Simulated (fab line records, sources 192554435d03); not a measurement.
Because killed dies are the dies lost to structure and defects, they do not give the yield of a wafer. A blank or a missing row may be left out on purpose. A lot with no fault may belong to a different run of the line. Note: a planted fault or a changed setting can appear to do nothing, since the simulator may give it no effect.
Split-lot study | flow n5-finfet | 21 wafers read from 7 lots, route of 1938 steps

== THE SPLIT ==
At N5_BEOL_M3_COAT_67 (time 60 s, resist thk 60 nm), the setting spin-rpm was moved away from the recipe's 1500 rpm on 7 of the 21 wafers read, by -8.5% to +11.2%. The other wafers ran this setting at the recipe's value.

== FROM THE SPLIT TO THE READING: what the file shows between them, 6 steps ==
- N5_BEOL_M3_EXPOSE_25: exposes mask V2, defocus 5 nm (also split here: dose-mj)
- N5_BEOL_M3_PEB_26: peb time 60 s
- N5_BEOL_M3_DEVELOP_27: develop time 30 s
- N5_BEOL_M3_CD_MEAS_28: target cd 25.7 nm, target cd y 23.3 nm
- N5_BEOL_M3_ALD_98: deposits SiO2, target thk 2.5 nm, pulse time 1 s, co reactant pulse time 1 s
- N5_BEOL_M3_ETCHBACK_99: etches SiO2 in CHF3, target depth 5 nm, time 10.4 s

== THE READING ==
etch.depth-nm (the simulator's own value, which no gauge read), in nm, at N5_BEOL_M3_ETCH_70 (etches SOC in N2/H2, target depth 80 nm, overetch 16 nm, time 120 s). The file does not state a usual value for it. Across the 14 wafers here that went through the recipe, the average is 60.03 nm and the standard deviation 0.18 nm.

wafer  | tool, chamber at the split | spin-rpm as run, rpm | against the recipe | etch.depth-nm, nm | against lot-mates on the recipe
L076.1 | litho-track-04, 0          | 1500                 | recipe             | 60.08             | -
L076.3 | litho-track-04, 0          | 1387                 | -7.5%              | 62.58             | +2.50
L076.6 | litho-track-04, 0          | 1387                 | -7.5%              | 62.49             | +2.41
L074.1 | litho-track-02, 0          | 1500                 | recipe             | 59.8              | -
L074.2 | litho-track-02, 0          | 1668                 | +11.2%             | 56.67             | -3.09
L074.6 | litho-track-02, 0          | 1500                 | recipe             | 59.72             | -
L078.3 | litho-track-04, 0          | 1500                 | recipe             | 60.11             | -
L078.4 | litho-track-04, 0          | 1500                 | recipe             | 60.06             | -
L078.6 | litho-track-04, 0          | 1500                 | recipe             | 60.05             | -
L081.1 | litho-track-05, 0          | 1500                 | recipe             | 60.3              | -
L081.2 | litho-track-05, 0          | 1500                 | recipe             | 60.43             | -
L081.6 | litho-track-05, 0          | 1372                 | -8.5%              | 63.02             | +2.66
L080.1 | litho-track-05, 0          | 1500                 | recipe             | 60.03             | -
L080.3 | litho-track-05, 0          | 1500                 | recipe             | 60.03             | -
L080.5 | litho-track-05, 0          | 1500                 | recipe             | 60.06             | -
L088.2 | litho-track-02, 0          | 1500                 | recipe             | 59.97             | -
L088.3 | litho-track-02, 0          | 1655                 | +10.3%             | 57.14             | -2.80
L088.5 | litho-track-02, 0          | 1500                 | recipe             | 59.92             | -
L097.2 | litho-track-05, 0          | 1500                 | recipe             | 59.82             | -
L097.3 | litho-track-05, 0          | 1385                 | -7.7%              | 62.15             | +2.33
L097.5 | litho-track-05, 0          | 1385                 | -7.7%              | 62.31             | +2.49

THE FIT
A straight line over all 21 wafers: etch.depth-nm changes by -0.306 nm for each +1% of spin-rpm; r = -0.99; the points scatter about the line by 0.2 nm.
The same after taking each lot's own level away (the mean of its wafers on the recipe; 21 wafers): -0.297 nm for each +1%; r = -1.00; scatter 0.11 nm.
Per that fit: largest spin-rpm move, reading shift of 3.3 nm.
Across the lots, their own levels run from 59.760 to 60.365 nm, a range of 3.4 times the standard deviation given above.
So the lot-to-lot level changes the slope little: the two slopes agree.
Check: -3.34 nm against its lot-mates is what the line predicts for one of the wafers moved furthest among these (+11.2%) when that wafer is left out of the fit. Against them it came out at -3.09 nm.

== FURTHER SPLITS ON THESE WAFERS ==
Note: prior to the reading, these wafers also went through further splits. Each is held against what the fit with the lots' levels taken away leaves over:
other split on the same wafers          | wafers away from the commonest value | r with etch.depth-nm (lot level and that fit taken away)
N5_BEOL_M0_SAQP_PECVD_96 time-s         | 5                                    | -0.32
N5_BEOL_M0_SAQP_PECVD_04 time-s         | 4                                    | +0.15
N5_BEOL_M0_SAQP_ETCH_106 target-depth-a | 5                                    | -0.12
N5_BEOL_M2_ETCH_69 bias-w               | 10                                   | -0.31
N5_BEOL_M2_TRENCH_ETCH_37 bias-w        | 8                                    | +0.01
N5_BEOL_M3_EXPOSE_25 dose-mj            | 7                                    | +0.23

== THE WHOLE CHAIN: every reading that the file lists as answering this split, in the file's order ==
step               | what it does                                                        | reading                                                                        | change (the file's fit)               | r (the file's)
N5_BEOL_M3_COAT_67 | time 60 s, resist thk 60 nm                                         | SOC_of_BEOL_M3_COAT_67.thk-nm (the simulator's own value, which no gauge read) | -0.299 nm for each +1% of the setting | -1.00
N5_BEOL_M3_ETCH_70 | etches SOC in N2/H2, target depth 80 nm, overetch 16 nm, time 120 s | etch.depth-nm (the simulator's own value, which no gauge read)                 | -0.293 nm for each +1% of the setting | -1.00

== THE FILE'S OWN FIT ==
etch.depth-nm changes by -0.293 nm for each +1% of spin-rpm, r = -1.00.
